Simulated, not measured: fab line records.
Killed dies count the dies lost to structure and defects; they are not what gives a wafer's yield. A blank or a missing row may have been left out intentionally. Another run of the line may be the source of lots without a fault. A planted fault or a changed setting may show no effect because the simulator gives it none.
The same fault as seen by 2 desks :: flow n5_finfet :: only its own numbers are on each desk; what lay behind them is given at the end

THE DEFECT DESK
Per lot, the means of the sampled wafers with a number show what the inspections along the route counted. Any lot whose mean is over 4 standard deviations away from the usual mean is out of limits and marked OUT; that distance is given in the brackets.
Columns: A = raw_defect_count at N5_BEOL_M14_INSPECT_12, usual 2.0
lot: L951
first seen here: day 11 20:38
A: 1.7

lot: L952
first seen here: day 11 21:11
A: 2.7

lot: L953
first seen here: day 11 21:25
A: 2.0

lot: L955
first seen here: day 12 06:42
A: 1.7

lot: L957
first seen here: day 13 01:13
A: 2.3

lot: L960
first seen here: day 13 19:48
A: 1.0

lot: L961
first seen here: day 14 03:42
A: 2.0

lot: L962
first seen here: day 14 06:20
A: 2.0

lot: L969
first seen here: day 15 13:05
A: 1.0

lot: L968
first seen here: day 15 21:25
A: 3.3

lot: L972
first seen here: day 16 03:14
A: 1.7

lot: L970
first seen here: day 16 12:59
A: 0.7

lot: L971
first seen here: day 16 13:51
A: 1.7

lot: L974
first seen here: day 16 22:25
A: 5.0
This desk's finding: nothing out of limits on any of the 14 lots.

TOOL OWNER'S DESK, krf_scanner-01
The tool's own readings at N5_BEOL_M14_EXPOSE_25 (exposes mask M14, target cd 280 nm): means of the sampled wafers that have a number, for each lot that ran on this tool. Any lot whose mean is over 4 standard deviations away from the usual mean is out of limits and marked OUT; that distance is given in the brackets.
Columns: A = exposure_dose_mJ_cm2 at N5_BEOL_M14_EXPOSE_25, usual 26.587; B = focus_offset_nm at N5_BEOL_M14_EXPOSE_25, usual 0.1 nm
lot: L951
first seen here: day 11 21:16
A: 26.588
B: -0.4

lot: L953
first seen here: day 11 22:26
A: 26.609
B: 0.5

lot: L955
first seen here: day 12 07:20
A: 26.570
B: 0.2

lot: L957
first seen here: day 13 01:59
A: 26.598
B: -0.1

lot: L968
first seen here: day 15 22:10
A: 26.609
B: -0.3

lot: L970
first seen here: day 16 14:05
A: 26.615
B: 0.2
This desk's finding: nothing out of limits on any of the 6 lots.

TAKEN TOGETHER
The defect desk saw nothing out of limits.
The tool owner's desk saw nothing out of limits.

WHAT THE SIMULATOR HAD PUT IN
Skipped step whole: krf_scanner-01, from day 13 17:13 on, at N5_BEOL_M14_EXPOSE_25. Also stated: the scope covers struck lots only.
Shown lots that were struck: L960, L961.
